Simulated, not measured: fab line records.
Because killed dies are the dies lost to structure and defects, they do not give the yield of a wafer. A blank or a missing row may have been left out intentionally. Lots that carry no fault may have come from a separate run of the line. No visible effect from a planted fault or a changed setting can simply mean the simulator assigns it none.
Matching of chambers || flow n5 finfet || N5_SDB_HM_OPEN_20 on rie diel-04 has 4 sister chambers
The step chemistry CH3F/O2, target SiNx, stops on poly-Si, target depth 24 nm. 20 wafers are shown with their chamber, then 10 later ones without.

== WAFERS WITH THEIR CHAMBER ==
{"wafer": "L077.1", "chamber": 0, "drypump motor current A (A)": 5.1, "throttle valve pct (%)": 16.71, "showerhead plenum p Torr (Torr)": 1.98}
{"wafer": "L077.4", "chamber": 0, "drypump motor current A (A)": 5.1, "throttle valve pct (%)": 16.70, "showerhead plenum p Torr (Torr)": 1.98}
{"wafer": "L077.5", "chamber": 3, "drypump motor current A (A)": 5.9, "throttle valve pct (%)": 16.68, "showerhead plenum p Torr (Torr)": 1.89}
{"wafer": "L078.1", "chamber": 2, "drypump motor current A (A)": 5.4, "throttle valve pct (%)": 15.98, "showerhead plenum p Torr (Torr)": 2.03}
{"wafer": "L078.3", "chamber": 3, "drypump motor current A (A)": 5.8, "throttle valve pct (%)": 16.69, "showerhead plenum p Torr (Torr)": 1.89}
{"wafer": "L078.5", "chamber": 3, "drypump motor current A (A)": 5.9, "throttle valve pct (%)": 16.69, "showerhead plenum p Torr (Torr)": 1.89}
{"wafer": "L080.2", "chamber": 1, "drypump motor current A (A)": 6.5, "throttle valve pct (%)": 16.49, "showerhead plenum p Torr (Torr)": 1.97}
{"wafer": "L080.5", "chamber": 0, "drypump motor current A (A)": 5.1, "throttle valve pct (%)": 16.71, "showerhead plenum p Torr (Torr)": 1.98}
{"wafer": "L080.6", "chamber": 3, "drypump motor current A (A)": 5.8, "throttle valve pct (%)": 16.72, "showerhead plenum p Torr (Torr)": 1.88}
{"wafer": "L081.1", "chamber": 0, "drypump motor current A (A)": 5.1, "throttle valve pct (%)": 16.71, "showerhead plenum p Torr (Torr)": 1.98}
{"wafer": "L081.3", "chamber": 3, "drypump motor current A (A)": 5.9, "throttle valve pct (%)": 16.70, "showerhead plenum p Torr (Torr)": 1.88}
{"wafer": "L081.6", "chamber": 0, "drypump motor current A (A)": 5.1, "throttle valve pct (%)": 16.71, "showerhead plenum p Torr (Torr)": 1.98}
{"wafer": "L085.1", "chamber": 2, "drypump motor current A (A)": 5.5, "throttle valve pct (%)": 15.99, "showerhead plenum p Torr (Torr)": 2.03}
{"wafer": "L085.4", "chamber": 0, "drypump motor current A (A)": 5.1, "throttle valve pct (%)": 16.76, "showerhead plenum p Torr (Torr)": 1.98}
{"wafer": "L085.5", "chamber": 1, "drypump motor current A (A)": 6.5, "throttle valve pct (%)": 16.54, "showerhead plenum p Torr (Torr)": 1.96}
{"wafer": "L087.1", "chamber": 2, "drypump motor current A (A)": 5.5, "throttle valve pct (%)": 16.01, "showerhead plenum p Torr (Torr)": 2.03}
{"wafer": "L087.5", "chamber": 0, "drypump motor current A (A)": 5.1, "throttle valve pct (%)": 16.73, "showerhead plenum p Torr (Torr)": 1.98}
{"wafer": "L087.6", "chamber": 2, "drypump motor current A (A)": 5.4, "throttle valve pct (%)": 16.02, "showerhead plenum p Torr (Torr)": 2.02}
{"wafer": "L091.1", "chamber": 0, "drypump motor current A (A)": 5.1, "throttle valve pct (%)": 16.75, "showerhead plenum p Torr (Torr)": 1.97}
{"wafer": "L091.2", "chamber": 1, "drypump motor current A (A)": 6.5, "throttle valve pct (%)": 16.54, "showerhead plenum p Torr (Torr)": 1.96}

SIGNATURES, as means of the wafers listed above
{"reading": "drypump motor current A", "chamber 0": 5.100, "chamber 1": 6.500, "chamber 2": 5.450, "chamber 3": 5.860, "scatter within a chamber": 0.0371}
{"reading": "throttle valve pct", "chamber 0": 16.7225, "chamber 1": 16.5233, "chamber 2": 16.0000, "chamber 3": 16.6960, "scatter within a chamber": 0.0208}
{"reading": "showerhead plenum p Torr", "chamber 0": 1.9788, "chamber 1": 1.9633, "chamber 2": 2.0275, "chamber 3": 1.8860, "scatter within a chamber": 0.00467}
Rule: for a wafer and a chamber, the distance is found by dividing, reading by reading, the gap between the wafer's reading and the chamber's mean by the reading's scatter, squaring, summing and taking the root. If the next closest chamber is less than 2 further off than the closest, the wafer can't be placed; otherwise it belongs to the closest. The scatter is the square root of a quotient: the sum, over the shown wafers, of each reading's squared deviation from its chamber's mean, divided by wafers minus chambers.

== WAFERS MISSING THEIR CHAMBER ==
{"wafer": "L091.4", "drypump motor current A (A)": 5.9, "throttle valve pct (%)": 16.25, "showerhead plenum p Torr (Torr)": 2.13}
{"wafer": "L093.2", "drypump motor current A (A)": 5.5, "throttle valve pct (%)": 16.05, "showerhead plenum p Torr (Torr)": 2.02}
{"wafer": "L093.3", "drypump motor current A (A)": 5.9, "throttle valve pct (%)": 16.26, "showerhead plenum p Torr (Torr)": 2.13}
{"wafer": "L093.5", "drypump motor current A (A)": 5.4, "throttle valve pct (%)": 16.04, "showerhead plenum p Torr (Torr)": 2.02}
{"wafer": "L095.1", "drypump motor current A (A)": 5.4, "throttle valve pct (%)": 16.06, "showerhead plenum p Torr (Torr)": 2.02}
{"wafer": "L095.3", "drypump motor current A (A)": 6.5, "throttle valve pct (%)": 16.55, "showerhead plenum p Torr (Torr)": 1.96}
{"wafer": "L095.5", "drypump motor current A (A)": 5.4, "throttle valve pct (%)": 16.05, "showerhead plenum p Torr (Torr)": 2.02}
{"wafer": "L096.1", "drypump motor current A (A)": 6.5, "throttle valve pct (%)": 16.57, "showerhead plenum p Torr (Torr)": 1.96}
{"wafer": "L096.5", "drypump motor current A (A)": 5.8, "throttle valve pct (%)": 16.30, "showerhead plenum p Torr (Torr)": 2.12}
{"wafer": "L096.6", "drypump motor current A (A)": 6.5, "throttle valve pct (%)": 16.57, "showerhead plenum p Torr (Torr)": 1.96}

== WHICH CHAMBER EACH ONE RAN IN ==
{"wafer": "L091.4", "from the rows above": 2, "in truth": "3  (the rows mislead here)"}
{"wafer": "L093.2", "from the rows above": 2, "in truth": 2}
{"wafer": "L093.3", "from the rows above": 2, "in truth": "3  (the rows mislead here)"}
{"wafer": "L093.5", "from the rows above": 2, "in truth": 2}
{"wafer": "L095.1", "from the rows above": 2, "in truth": 2}
{"wafer": "L095.3", "from the rows above": 1, "in truth": 1}
{"wafer": "L095.5", "from the rows above": 2, "in truth": 2}
{"wafer": "L096.1", "from the rows above": 1, "in truth": 1}
{"wafer": "L096.5", "from the rows above": 2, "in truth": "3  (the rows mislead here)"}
{"wafer": "L096.6", "from the rows above": 1, "in truth": 1}
Placed correctly: 7 of 10. Not placeable from these rows: 0. Wrongly placed: 3.
